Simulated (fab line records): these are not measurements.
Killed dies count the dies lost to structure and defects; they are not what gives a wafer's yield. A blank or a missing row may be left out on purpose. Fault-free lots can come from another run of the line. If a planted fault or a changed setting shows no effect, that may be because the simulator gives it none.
What tool caused it? ; flow n5-finfet ; 9 lots with 27 wafers sampled at 5 steps, on a route of 1938 steps

== WHAT EACH GAUGE READ, for each wafer ==
N5_BEOL_M4_RC_MEAS_101. Usual: DIBL_N 36.0 mV/V, standard deviation 2.5; DIBL_P 36.2 mV/V, standard deviation 3; IOFF_N 0.16 nA/um, standard deviation 0.044; IOFF_P 0.21 nA/um, standard deviation 0.049; ION_N 671 uA/um, standard deviation 15; ION_P 461 uA/um, standard deviation 8.7; SS_N 71.5 mV/dec, standard deviation 0.72; SS_P 73.4 mV/dec, standard deviation 0.9; VT_N 251 mV, standard deviation 4.4; VT_P -250 mV, standard deviation 4.
lot;measured;on;DIBL_N (mV/V);DIBL_P (mV/V);IOFF_N (nA/um);IOFF_P (nA/um);ION_N (uA/um);ION_P (uA/um);SS_N (mV/dec);SS_P (mV/dec);VT_N (mV);VT_P (mV);flag
L774;day 8 21:15;prober-02;34.6 33.6 33.5;36.4 35.3 35.5;0.13 0.13 0.13;0.19 0.17 0.18;652 660 652;449 452 447;71.9 71.7 72.0;73.2 73.2 73.0;254 253 254;-252 -253 -255;
L775;day 8 21:51;prober-01;39.1 36.2 35.8;39.3 36.5 34.4;0.23 0.17 0.16;0.27 0.23 0.20;683 688 659;463 468 451;73.2 71.3 71.9;74.2 73.4 73.2;247 248 249;-246 -248 -248;
L778;day 9 23:16;prober-02;41.4 38.8 39.2;41.8 39.1 39.7;0.26 0.19 0.20;0.29 0.24 0.24;697 673 690;466 457 468;72.5 73.0 72.9;75.0 74.2 75.1;245 247 248;-246 -249 -251;
L779;day 10 03:35;prober-01;36.4 34.6 35.0;36.8 33.4 35.4;0.15 0.11 0.12;0.20 0.16 0.20;678 653 669;464 452 468;71.5 70.4 71.6;73.5 72.5 72.8;252 255 255;-251 -253 -252;
L787;day 12 12:41;prober-01;34.6 38.4 39.2;35.0 39.2 41.3;0.12 0.19 0.21;0.17 0.25 0.28;659 686 685;452 464 466;70.8 71.7 72.1;72.6 74.5 73.9;257 248 247;-250 -249 -249;
L788;day 12 11:42;prober-02;34.1 37.7 34.2;35.5 38.3 35.0;0.13 0.21 0.14;0.21 0.25 0.20;669 676 667;466 466 466;71.0 72.5 71.3;73.4 74.1 73.2;251 247 249;-248 -247 -252;
L792;day 12 22:44;prober-01;33.0 32.5 35.2;31.1 31.6 35.9;0.10 0.10 0.14;0.15 0.15 0.21;653 643 668;454 447 456;71.0 70.5 71.3;71.9 72.3 73.8;258 259 250;-255 -253 -251;
L793;day 13 18:57;prober-02;36.2 33.7 39.4;37.6 33.4 39.8;0.16 0.11 0.22;0.25 0.17 0.28;674 657 694;477 453 471;71.6 71.6 73.2;73.7 72.2 73.9;250 256 243;-247 -254 -246;
L795;day 13 20:39;prober-01;40.1 36.2 37.9;40.6 35.1 37.6;0.25 0.13 0.19;0.31 0.19 0.25;689 651 675;470 453 463;73.0 71.1 71.8;74.3 73.0 73.6;245 255 246;-242 -252 -246;

== TOOL THAT RAN EACH LOT (tool first, then ch and the chambers of the sampled wafers, then the start) ==
lot;N5_HKMG_FIN_ALD_75;N5_HKMG_FIN_ALD_79;N5_HKMG_FIN_COAT_29;N5_HKMG_FIN_ETCH_32
L774;ald-hk-01 ch 0,1, day 4 07:25;ald-metal-01 ch 0,2,3, day 4 09:20;litho-track-01 ch 0, day 4 10:54;rie-diel-02 ch 0,1,2, day 4 11:19
L775;ald-hk-01 ch 0,2, day 4 14:40;ald-metal-01 ch 2,3, day 4 16:28;litho-track-04 ch 0, day 4 18:01;rie-diel-02 ch 0,1, day 4 18:33
L778;ald-hk-03 ch 0,2,3, day 5 05:45;ald-metal-03 ch 0,1,2, day 5 07:40;litho-track-02 ch 0, day 5 09:31;rie-diel-01 ch 1,3, day 5 10:05
L779;ald-hk-02 ch 0,1,2, day 5 15:14;ald-metal-01 ch 1,2,3, day 5 17:20;litho-track-04 ch 0, day 5 18:53;rie-diel-01 ch 0,3, day 5 19:19
L787;ald-hk-03 ch 0,3, day 7 16:02;ald-metal-02 ch 0,3, day 7 18:11;litho-track-04 ch 0, day 7 19:52;rie-diel-05 ch 0,1, day 7 20:25
L788;ald-hk-01 ch 1,2,3, day 7 20:22;ald-metal-03 ch 0,1, day 7 22:19;litho-track-04 ch 0, day 7 23:51;rie-diel-02 ch 0,1,3, day 8 00:25
L792;ald-hk-01 ch 0,1,2, day 8 18:56;ald-metal-01 ch 1,2,3, day 8 20:52;litho-track-01 ch 0, day 8 22:25;rie-diel-05 ch 0,1,2, day 8 22:57
L793;ald-hk-02 ch 0,1,2, day 9 00:59;ald-metal-03 ch 2,3, day 9 02:49;litho-track-01 ch 0, day 9 04:24;rie-diel-01 ch 0,2,3, day 9 04:49
L795;ald-hk-02 ch 0,2,3, day 9 11:44;ald-metal-02 ch 0,1,2, day 9 13:32;litho-track-02 ch 0, day 9 15:16;rie-diel-05 ch 1,3, day 9 15:53
- N5_HKMG_FIN_ALD_75: deposits Al2O3, target thk 1 nm, co reactant pulse time 1 s.
- N5_HKMG_FIN_ALD_79: deposits TiN, target thk 1.5 nm, pulse time 1 s, purge time 3 s.
- N5_HKMG_FIN_COAT_29: time 60 s, resist thk 300 nm.
- N5_HKMG_FIN_ETCH_32: etches SOC in N2/H2, target depth 240 nm, time 300 s.

== AS READ BY THE TOOLS THEMSELVES (means over the sampled wafers that have a number; for cases with no such wafer, the mark the record gives instead) ==
N5_HKMG_FIN_ALD_75. Usual: heater-power-w 145 W, standard deviation 15; precursor-pulse-height-rel 0.999, standard deviation 0.018.
lot;tool;heater-power-w (W);precursor-pulse-height-rel;flag
L774;ald-hk-01;149;0.990;
L775;ald-hk-01;142;0.998;
L778;ald-hk-03;154;0.995;
L779;ald-hk-02;143;1.003;
L787;ald-hk-03;155;0.989;
L788;ald-hk-01;140;1.009;
L792;ald-hk-01;145;0.994;
L793;ald-hk-02;139;1.007;
L795;ald-hk-02;144;0.996;

N5_HKMG_FIN_ALD_79. Usual: chamber-pressure-Torr 3.000 Torr, standard deviation 0.0065; heater-power-w 899 W, standard deviation 91; precursor-pulse-height-rel 1.000, standard deviation 0.021.
lot;tool;chamber-pressure-Torr (Torr);heater-power-w (W);precursor-pulse-height-rel;flag
L774;ald-metal-01;3.004;902;0.988;
L775;ald-metal-01;2.997;979;1.002;
L778;ald-metal-03;3.001;825;0.983;
L779;ald-metal-01;3.005;952;1.011;
L787;ald-metal-02;3.008;920;1.020;
L788;ald-metal-03;3.004;846;0.982;
L792;ald-metal-01;2.993;956;1.003;
L793;ald-metal-03;3.011;878;0.993;
L795;ald-metal-02;2.995;993;1.019;

N5_HKMG_FIN_COAT_29. Usual: dispense-pressure-kPa 50.4 kPa, standard deviation 2.6; spin-speed-rpm 1500.0 rpm, standard deviation 0.98.
lot;tool;dispense-pressure-kPa (kPa);spin-speed-rpm (rpm);flag
L774;litho-track-01;48.7;1500.5;
L775;litho-track-04;53.7;1500.0;
L778;litho-track-02;47.9;1498.9;
L779;litho-track-04;53.7;1499.6;
L787;litho-track-04;53.7;1454.4;OFF
L788;litho-track-04;53.7;1455.7;OFF
L792;litho-track-01;48.8;1500.2;
L793;litho-track-01;48.7;1499.8;
L795;litho-track-02;47.9;1501.4;

N5_HKMG_FIN_ETCH_32. Usual: drypump-motor-current-A 5.8 A, standard deviation 0.45; oes-product-au 0.75 a.u., standard deviation 0.067; rf-vpp-V 523.7 V, standard deviation 2.1; showerhead-plenum-p-Torr 2.54 Torr, standard deviation 0.07; temp-c 40.00 C, standard deviation 0.097; throttle-valve-pct 18.02 %, standard deviation 0.24.
lot;tool;drypump-motor-current-A (A);oes-product-au (a.u.);rf-vpp-V (V);showerhead-plenum-p-Torr (Torr);temp-c (C);throttle-valve-pct (%);flag
L774;rie-diel-02;5.6;0.78;524.3;2.54;40.08;18.07;
L775;rie-diel-02;5.5;0.75;523.1;2.53;40.04;18.23;
L778;rie-diel-01;6.0;0.75;524.4;2.58;40.10;17.83;
L779;rie-diel-01;5.9;0.76;522.2;2.50;39.98;17.99;
L787;rie-diel-05;5.3;0.70;524.0;2.56;40.00;18.18;
L788;rie-diel-02;5.7;0.79;522.7;2.51;39.95;18.13;
L792;rie-diel-05;5.7;0.70;523.0;2.52;40.02;17.97;
L793;rie-diel-01;5.9;0.73;523.6;2.52;39.94;18.16;
L795;rie-diel-05;5.3;0.68;525.4;2.61;40.02;17.99;

== THE ANSWER, worked out from the rows above alone ==
Rule: a lot counts as off when the mean over its wafers that have a number is more than 3 standard deviations away from the usual mean. A lot without any number at a reading at which 4 lots or more have one is off too. Where the step has rows for the other lots, those lots are counted as sound. First the gauges in route order, then the tools' own readings, where a lot's mean is used as printed above. The first step at which some lot is off is used, and at that step the reading that is off furthest; a lot without a number counts as furthest.
Off: L787, L788 (N5_HKMG_FIN_COAT_29, spin-speed-rpm).
If a tool, at that step or one of the process steps before it, ran each lot that is off and ran no sound lot following the first of them, it fits. One candidate fits, namely litho-track-04 at N5_HKMG_FIN_COAT_29. A fault onset in the window from L779 (day 5 18:53, its last sound lot) to L787 (day 7 19:52, its first lot off) fits.
The tool's own readings at N5_HKMG_FIN_COAT_29 bear it out: on the lots that are off they differ by more than 5 times the standard deviation of the sound lots' means. spin-speed-rpm reads 1455.1 rpm there against 1500.1 rpm on the sound lots.

== WHAT THE SIMULATOR PUT IN ==
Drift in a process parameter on litho-track-04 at N5_HKMG_FIN_COAT_29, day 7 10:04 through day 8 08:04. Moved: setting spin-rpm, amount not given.
Lots struck among those shown: L788, L787. The rule above reached the same finding.
